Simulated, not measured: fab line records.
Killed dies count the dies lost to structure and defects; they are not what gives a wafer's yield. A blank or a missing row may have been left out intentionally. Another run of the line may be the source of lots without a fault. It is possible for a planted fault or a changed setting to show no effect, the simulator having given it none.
Which tool did it?	flow n5-finfet	Sampling: 10 lots, 27 wafers, 6 of 1938 route steps

WHAT THE GAUGES READ, wafer by wafer
N5_BEOL_M0_INSPECT_127: inspects for defects (darkfield).
lot	measured	on	raw-defect-count
L210	day 6 04:40	defect-inspect-02	69 74 73
L213	day 6 13:55	defect-inspect-02	52 41 54
L215	day 7 13:47	defect-inspect-02	42 68 62
L221	day 8 22:28	defect-inspect-01	73 79 3599
L225	day 10 01:00	defect-inspect-01	44 3486
L224	day 10 01:22	defect-inspect-01	62 3551
L226	day 10 01:38	defect-inspect-01	68 39
L227	day 10 07:40	defect-inspect-01	75 76 70
L228	day 10 16:10	defect-inspect-01	27 39 90
L230	day 11 01:05	defect-inspect-02	67 36 65

N5_BEOL_M4_RC_MEAS_101.
lot	measured	on	DIBL_N (mV/V)	DIBL_P (mV/V)	IOFF_N (nA/um)	IOFF_P (nA/um)	ION_N (uA/um)	ION_P (uA/um)	SS_N (mV/dec)	SS_P (mV/dec)	VT_N (mV)	VT_P (mV)
L210	day 9 13:01	prober-01	33.9 35.4 35.7	34.2 35.7 36.5	0.12 0.16 0.17	0.17 0.19 0.21	659 677 694	451 457 467	71.3 71.1 70.8	73.7 73.4 73.6	252 250 246	-257 -253 -252
L213	day 9 15:58	prober-01	37.4 36.3 33.0	36.8 36.0 32.4	0.14 0.13 0.09	0.21 0.20 0.15	676 670 649	465 468 456	71.4 71.3 70.2	73.0 72.5 72.0	254 252 257	-247 -250 -251
L215	day 10 20:53	prober-02	37.0 36.6 34.1	39.5 38.0 35.2	0.18 0.17 0.13	0.26 0.23 0.19	667 674 660	465 460 463	72.0 71.6 71.6	74.1 74.1 72.9	252 248 254	-250 -251 -254
L221	day 12 09:06	prober-02	31.8 35.7	33.3 37.8	0.11 0.16	0.16 0.22	651 663	452 458	70.9 72.4	73.1 73.2	254 248	-254 -252
L225	day 13 12:04	prober-02	35.8	37.0	0.16	0.23	677	463	71.8	73.0	250	-248
L224	day 13 14:44	prober-02	36.6	37.7	0.17	0.22	665	464	72.0	73.7	251	-252
L226	day 13 15:56	prober-02	34.0 34.9	34.4 34.8	0.13 0.14	0.17 0.18	664 663	454 455	71.3 72.2	72.1 72.4	252 252	-252 -253
L227	day 13 14:39	prober-01	36.3 32.1 32.0	34.9 30.5 30.6	0.13 0.09 0.09	0.19 0.14 0.14	659 651 647	452 450 452	71.5 69.7 69.8	73.4 72.0 71.9	252 258 259	-250 -256 -254
L228	day 13 16:46	prober-01	40.9 38.3 38.9	41.1 37.2 38.2	0.26 0.18 0.20	0.30 0.23 0.24	700 689 691	476 466 462	72.6 71.8 71.8	75.2 73.6 74.7	243 249 249	-247 -251 -249
L230	day 14 04:13	prober-01	36.3 36.5 39.1	35.8 36.5 39.1	0.16 0.16 0.21	0.18 0.19 0.23	681 684 696	460 460 462	71.5 71.9 71.9	72.7 73.1 73.3	248 253 245	-254 -252 -251

EACH LOT AND THE TOOL THAT RAN IT (in order: tool; ch and the chambers of the sampled wafers; start)
lot	N5_BEOL_M0_ETCH_109	N5_BEOL_M0_ANNEAL_133	N5_BEOL_M0_CMP_120	N5_BEOL_M0_PRE_CLEAN_131
L210	rie-diel-06 ch 1,3, day 6 01:51	pvd-sputter-03, day 6 03:17	cmp-02 ch 0,1,2, day 6 04:02	cvd-co-02 ch 0,2, day 6 04:22
L213	rie-diel-04 ch 1,2,3, day 6 11:13	pvd-sputter-02, day 6 12:36	cmp-04 ch 0,2,3, day 6 13:17	cvd-co-02 ch 0,2, day 6 13:37
L215	rie-diel-06 ch 2,3, day 7 09:45	pvd-sputter-01, day 7 12:31	cmp-02 ch 1,3, day 7 13:13	cvd-co-01 ch 1,2, day 7 13:31
L221	rie-diel-03 ch 0,3, day 8 18:07	pvd-sputter-03, day 8 21:12	cmp-02 ch 0,3, day 8 21:52	cvd-co-02 ch 1,2, day 8 22:12
L225	rie-diel-04 ch 2,3, day 9 21:57	pvd-sputter-02, day 9 23:12	cmp-02 ch 1,2, day 10 00:32	cvd-co-02 ch 0,2, day 10 00:46
L224	rie-diel-04 ch 0,1, day 9 23:07	pvd-sputter-02, day 10 00:01	cmp-02 ch 1,2, day 10 00:56	cvd-co-01 ch 0,1, day 10 01:08
L226	rie-diel-03 ch 2,3, day 9 23:19	pvd-sputter-01, day 10 00:23	cmp-04 ch 0,1, day 10 01:08	cvd-co-01 ch 0, day 10 01:23
L227	rie-diel-04 ch 0,3, day 10 04:42	pvd-sputter-02, day 10 06:26	cmp-03 ch 1,2, day 10 07:08	cvd-co-01 ch 0,2, day 10 07:25
L228	rie-diel-04 ch 0,1,2, day 10 12:19	pvd-sputter-01, day 10 14:52	cmp-04 ch 0,1,3, day 10 15:38	cvd-co-02 ch 0,1,2, day 10 15:55
L230	rie-diel-04 ch 0,1,3, day 10 22:37	pvd-sputter-01, day 10 23:45	cmp-04 ch 2,3, day 11 00:31	cvd-co-01 ch 0,1,2, day 11 00:50
- N5_BEOL_M0_ETCH_109: etches SiCN in CH3F/O2, target depth 8 nm, overetch 2.4 nm, time 27.4 s.
- N5_BEOL_M0_ANNEAL_133: time 60 s.
- N5_BEOL_M0_CMP_120: polishes, stops on SiOC, t overpolish 6.9 s.
- N5_BEOL_M0_PRE_CLEAN_131: time 15 s.

WHAT THE TOOLS THEMSELVES READ (means of the sampled wafers that have a number; where no wafer has one, the mark that the record gives instead)
N5_BEOL_M0_ETCH_109.
lot	tool	drypump-motor-current-A (A)	oes-product-au (a.u.)	rf-vpp-V (V)	showerhead-plenum-p-Torr (Torr)	throttle-valve-pct (%)
L210	rie-diel-06	5.6	0.82	298.9	2.14	16.22
L213	rie-diel-04	6.1	0.63	297.0	1.97	16.34
L215	rie-diel-06	5.1	0.74	300.0	2.12	16.49
L221	rie-diel-03	5.3	0.68	298.0	2.04	16.29
L225	rie-diel-04	6.3	0.59	297.4	1.99	16.56
L224	rie-diel-04	5.3	0.68	296.2	1.92	16.21
L226	rie-diel-03	5.7	0.70	296.7	1.94	16.27
L227	rie-diel-04	5.5	0.63	297.0	1.98	16.35
L228	rie-diel-04	5.8	0.63	296.2	1.94	16.44
L230	rie-diel-04	5.5	0.63	295.9	1.95	16.27

N5_BEOL_M0_ANNEAL_133.
lot	tool	heater-power-w (W)
L210	pvd-sputter-03	884
L213	pvd-sputter-02	839
L215	pvd-sputter-01	838
L221	pvd-sputter-03	878
L225	pvd-sputter-02	878
L224	pvd-sputter-02	808
L226	pvd-sputter-01	818
L227	pvd-sputter-02	879
L228	pvd-sputter-01	796
L230	pvd-sputter-01	824

N5_BEOL_M0_CMP_120.
lot	tool	barrier-field-endpoint-s (s)	clearing-platen-down-force-psi (psi)	motor-current-A (A)	overpolish-run-s (s)	time-to-endpoint-s (s)
L210	cmp-02	3.52	1.504	5.7	6.896	60.0
L213	cmp-04	3.52	1.501	6.3	6.901	57.0
L215	cmp-02	3.49	1.501	5.7	6.907	60.9
L221	cmp-02	5.22	1.499	5.5	6.902	69.2
L225	cmp-02	5.28	1.500	5.9	6.892	71.8
L224	cmp-02	5.49	1.500	6.0	6.902	72.5
L226	cmp-04	3.46	1.498	6.4	6.899	60.2
L227	cmp-03	3.79	1.498	5.6	6.905	62.0
L228	cmp-04	3.64	1.500	6.4	6.898	58.9
L230	cmp-04	3.69	1.495	6.1	6.897	61.4

N5_BEOL_M0_PRE_CLEAN_131.
lot	tool	heater-power-outer-w (W)	heater-power-w (W)
L210	cvd-co-02	21	91
L213	cvd-co-02	22	92
L215	cvd-co-01	30	91
L221	cvd-co-02	18	78
L225	cvd-co-02	22	90
L224	cvd-co-01	45	118
L226	cvd-co-01	39	114
L227	cvd-co-01	26	89
L228	cvd-co-02	18	85
L230	cvd-co-01	36	106

THE ANSWER, worked out from the rows above alone
Rule: usual is defined by the lots themselves. The widest of any qualifying gaps counts: lots, ordered by their means at a reading, are off when they make up no more than a third of the lots, leave a main group of 4 or more, and stand apart from it by 3 or more times the standard deviation of that group's means. Not used: any main group whose means are identical at the precision the tables above print for the reading. Also off: a lot with no number at a reading for which 4 or more lots have one. All remaining lots with rows at the step are treated as sound. Order of review: gauges by route order, followed by the tools' own readings, for which a lot's mean as printed above is used. The first step at which some lot is off is used, and at that step the reading that is off furthest; a lot without a number counts as furthest.
Off: L221, L225, L224, at N5_BEOL_M0_INSPECT_127 (raw-defect-count). Main group: mean 59, sd 9.1.
If a tool, at a process step before that reading, ran all the lots that are off and no sound lot after the first of them, it fits. Not tried: the gauges at N5_BEOL_M0_INSPECT_127; whatever is off there is also off at N5_BEOL_M0_CMP_120, on other tools, and gauge error can't account for it. One fits: cmp-02 at N5_BEOL_M0_CMP_120. A fault onset in the window from L215 (day 7 13:13, its last sound lot) to L221 (day 8 21:52, its first lot off) fits.
The tool's own readings at N5_BEOL_M0_CMP_120 bear it out: on the lots that are off they differ by more than 5 times the standard deviation of the sound lots' means. barrier-field-endpoint-s reads 5.33 s there against 3.59 s on the sound lots; time-to-endpoint-s reads 71.2 s there against 60.1 s on the sound lots.

WHAT THE SIMULATOR PUT IN
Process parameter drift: cmp-02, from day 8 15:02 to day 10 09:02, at N5_BEOL_M0_CMP_120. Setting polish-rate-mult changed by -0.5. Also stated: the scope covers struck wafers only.
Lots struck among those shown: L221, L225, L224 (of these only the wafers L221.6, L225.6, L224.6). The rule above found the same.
